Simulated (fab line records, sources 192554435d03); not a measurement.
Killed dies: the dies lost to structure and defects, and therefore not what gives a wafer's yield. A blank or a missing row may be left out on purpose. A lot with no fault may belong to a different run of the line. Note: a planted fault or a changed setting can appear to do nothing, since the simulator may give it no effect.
Matching of chambers -- flow n5 finfet -- uv cure-02 running N5_BEOL_M11_CURE_72: 3 sister chambers
The step cures SiCOH lowk, time 120 s. 3 wafers are shown with their chamber, then 12 later ones without.

WAFERS PAIRED WITH THEIR CHAMBERS
wafer,chamber,wafer_temp_C_max
L076.6,2,371.9
L078.5,1,372.8
L087.6,0,371.2

WAFERS MISSING THEIR CHAMBER
wafer,wafer_temp_C_max
L088.2,372.0
L088.3,371.8
L088.5,372.4
L091.4,371.9
L091.5,372.9
L091.6,371.5
L092.1,372.1
L092.4,372.2
L092.6,371.5
L093.1,373.3
L093.4,372.1
L093.5,372.9

WHICH CHAMBER EACH WENT THROUGH
wafer,from the rows above,in truth
L088.2,2,2
L088.3,can't be placed: 2 or 0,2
L088.5,can't be placed: 1 or 2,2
L091.4,2,2
L091.5,1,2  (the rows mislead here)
L091.6,can't be placed: 0 or 2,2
L092.1,can't be placed: 2 or 1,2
L092.4,can't be placed: 2 or 1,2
L092.6,can't be placed: 0 or 2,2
L093.1,1,1
L093.4,can't be placed: 2 or 1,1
L093.5,1,1
4 of 12 placed correctly. Can't be placed from these rows: 7 (the true chamber is among the candidates in 7). Wrongly placed: 1.
How it was worked out, from the rows above alone: a wafer's distance from a chamber is the root of the sum, over the readings, of the square of ((its reading less the chamber's mean) divided by the reading's scatter). If the next closest chamber is less than 2 further off than the closest, the wafer can't be placed; otherwise it belongs to the closest. For every chamber, the mean is computed from those of its wafers that are shown. The scatter: with one shown wafer a chamber, the root of the mean of the squares of how far each hidden wafer lies from its nearest shown one.
